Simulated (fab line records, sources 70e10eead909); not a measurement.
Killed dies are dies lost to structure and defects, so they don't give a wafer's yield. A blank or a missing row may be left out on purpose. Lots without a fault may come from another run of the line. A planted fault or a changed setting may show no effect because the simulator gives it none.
Problem report in the 8D (eight disciplines) form, filled by code | flow nand_harc | the parts of the form that need people (team, actions taken, sign-off) are left out

1. THE PROBLEM
thk_nm at NHARC_A_ONON_D1_THK_MEAS_21 reads a mean of 356 nm on 3 wafers of 3 lots; wafers without a fault read 996 nm with a standard deviation of 11. That is -58 standard deviations from the usual mean.
The step: measures by ellipsometry.
First seen on wafer L796.2, day 14 13:13, on film_metro-02. The record holds 43 wafers of 15 lots with a number at this step. Rule for "out", or "out of limits": more than 4 standard deviations from the usual mean. The other wafers with a number count as sound.

2. WHAT IT IS AND WHAT IT IS NOT
question                    | is                           | is not
which readings at this step | thk_nm                       | -
which lots                  | L796, L798, L799             | L781, L782, L783, L784, L785, L786, L787, L788, L790, L800, L801, L804
which wafers of those lots  | L796.2, L798.3, L799.2       | L796.4, L798.6, L799.1, L799.5
read on which gauges        | film_metro-01, film_metro-02 | -
when                        | from day 14 13:13            | up to then (28 sound wafers); but 12 sound wafers of L798, L799, L800, L801, L804 came after

3. SUSPECTS, AND WHAT RULES EACH OUT
Counting: a tool at a process step up to the reading stays a suspect if it ran every lot that is out. Sound lots after the first of them don't rule it out here, since some wafers of a struck lot are sound.
- the gauge at NHARC_A_ONON_D1_THK_MEAS_21: ruled out. The wafers that are out were read on 2 gauges (film_metro-01, film_metro-02).
- pecvd_onon-04 at NHARC_A_ONON_D1_DEP_19 (target thk 1000 nm): kept. It ran every lot that is out, first L796 (day 14 12:46); its last sound lot up to then is L790 (day 11 16:58).
Left after counting: pecvd_onon-04 at NHARC_A_ONON_D1_DEP_19.

4. THE CAUSE (what the simulator had put in)
Process parameter drift: pecvd_onon-04, from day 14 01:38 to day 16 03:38, at NHARC_A_ONON_D1_DEP_19. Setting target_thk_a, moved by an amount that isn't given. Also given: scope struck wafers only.
Counting left only this tool.

5. THE CHAIN OF EFFECTS, in route order
Each row: a reading whose mean over the struck wafers that have a number lies more than 3 standard deviations from the usual. Only readings for which the record gives a usual standard deviation are gone through. hours: the time from each lot's start at the first step in this table that gives one to its start at this step, as a median over the lots. sigmas: the change in usual standard deviations.
hours | step                        | reading         | usual  | on struck wafers | change | sigmas
0     | NHARC_A_ONON_D1_THK_MEAS_21 | thk_nm          | 996 nm | 356              | -640   | -58
379   | NHARC_END_SORT_01           | killed_at_array | 57     | 672              | +615   | +34
379   | NHARC_END_SORT_01           | killed_dies     | 62     | 677              | +615   | +34

6. WHAT WOULD HAVE CAUGHT IT SOONER
In this record the first reading out of limits at a measuring or inspecting step was taken at day 14 13:13, 12 hours after the fault began at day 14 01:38.
Of the lots that are out (3), L798, L799 began NHARC_A_ONON_D1_DEP_19 on pecvd_onon-04 after day 14 13:13. A hold on the tool at that time would have spared those 2.
